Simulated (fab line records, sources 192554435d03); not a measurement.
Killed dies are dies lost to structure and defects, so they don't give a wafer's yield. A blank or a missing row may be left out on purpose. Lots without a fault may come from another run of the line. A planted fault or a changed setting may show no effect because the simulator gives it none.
Split-lot experiment | flow n5_finfet | 7 lots, 21 wafers read, on a route of 1938 steps

THE SPLIT
At N5_BEOL_M0_SAQP_ETCH_107 (etches SiNx in CH3F/O2, target depth 30 nm), the setting bias_w was moved away from the recipe's 73 W on 3 of the 21 wafers read, by +6.7% to +17.5%. The other wafers ran this setting at the recipe's value.

The reading is taken at the split's own step.

THE READING
rf_vpp_V, in V, at N5_BEOL_M0_SAQP_ETCH_107 (etches SiNx in CH3F/O2, target depth 30 nm). Fault-free wafers of this fab line usually give 299 V, standard deviation 5.9 V.

wafer  | tool, chamber at the split | bias_w as run, W | against the recipe | rf_vpp_V, V | against lot-mates on the recipe
L075.1 | rie_diel-04, 3             | 77.87            | +6.7%              | 320         | +21
L075.5 | rie_diel-04, 3             | 73               | recipe             | 301         | -
L075.6 | rie_diel-04, 0             | 73               | recipe             | 297         | -
L076.1 | rie_diel-01, 0             | 73               | recipe             | 293         | -
L076.3 | rie_diel-01, 1             | 73               | recipe             | 290         | -
L076.6 | rie_diel-01, 0             | 73               | recipe             | 293         | -
L078.4 | rie_diel-01, 3             | 73               | recipe             | 302         | -
L078.5 | rie_diel-01, 1             | 73               | recipe             | 291         | -
L078.6 | rie_diel-01, 0             | 73               | recipe             | 292         | -
L081.2 | rie_diel-04, 0             | 73               | recipe             | 296         | -
L081.4 | rie_diel-04, 1             | 73               | recipe             | 305         | -
L081.5 | rie_diel-04, 1             | 73               | recipe             | 304         | -
L085.1 | rie_diel-04, 0             | 73               | recipe             | 296         | -
L085.3 | rie_diel-04, 2             | 85.81            | +17.5%             | 353         | +52
L085.5 | rie_diel-04, 1             | 73               | recipe             | 305         | -
L090.1 | rie_diel-01, 1             | 73               | recipe             | 290         | -
L090.4 | rie_diel-01, 2             | 73               | recipe             | 297         | -
L090.5 | rie_diel-01, 2             | 82.19            | +12.6%             | 325         | +32
L095.1 | rie_diel-03, 2             | 73               | recipe             | 304         | -
L095.2 | rie_diel-03, 3             | 73               | recipe             | 308         | -
L095.3 | rie_diel-03, 0             | 73               | recipe             | 300         | -

THE FIT
A straight line over all 21 wafers: rf_vpp_V changes by +2.84 V for each +1% of bias_w; r = +0.92; the points scatter about the line by 6 V.
The same after taking each lot's own level away (the mean of its wafers on the recipe; 21 wafers): +2.85 V for each +1%; r = +0.97; scatter 3.7 V.
On that fit, the largest move of bias_w shifts the reading by 50 V.
The lots' own levels span 292.0 to 304.0 V, that is 2.0 times the standard deviation above.
So the lot-to-lot level changes the slope little: the two slopes agree.
Check: with one of the wafers moved furthest among these (+17.5%) left out of the fit, the line predicts +46.3 V for it against its lot-mates. It came out at +52.5 V against them.
Tool readings at the split's step, against how far the setting was moved: rf_vpp_V r = +0.92.

OTHER SPLITS ON THESE WAFERS
These wafers also went through other splits before the reading. Each is held against what the fit with the lots' levels taken away leaves over:
other split on the same wafers    | wafers away from the commonest value | r with rf_vpp_V (lot level and that fit taken away)
N5_GATE_CUT_COAT_07 spin_rpm      | 3                                    | -0.12
N5_MOL_CONTACT_COAG_ALD_27 time_s | 7                                    | +0.29

THE FILE'S OWN FIT
rf_vpp_V changes by +2.85 V for each +1% of bias_w, r = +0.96.
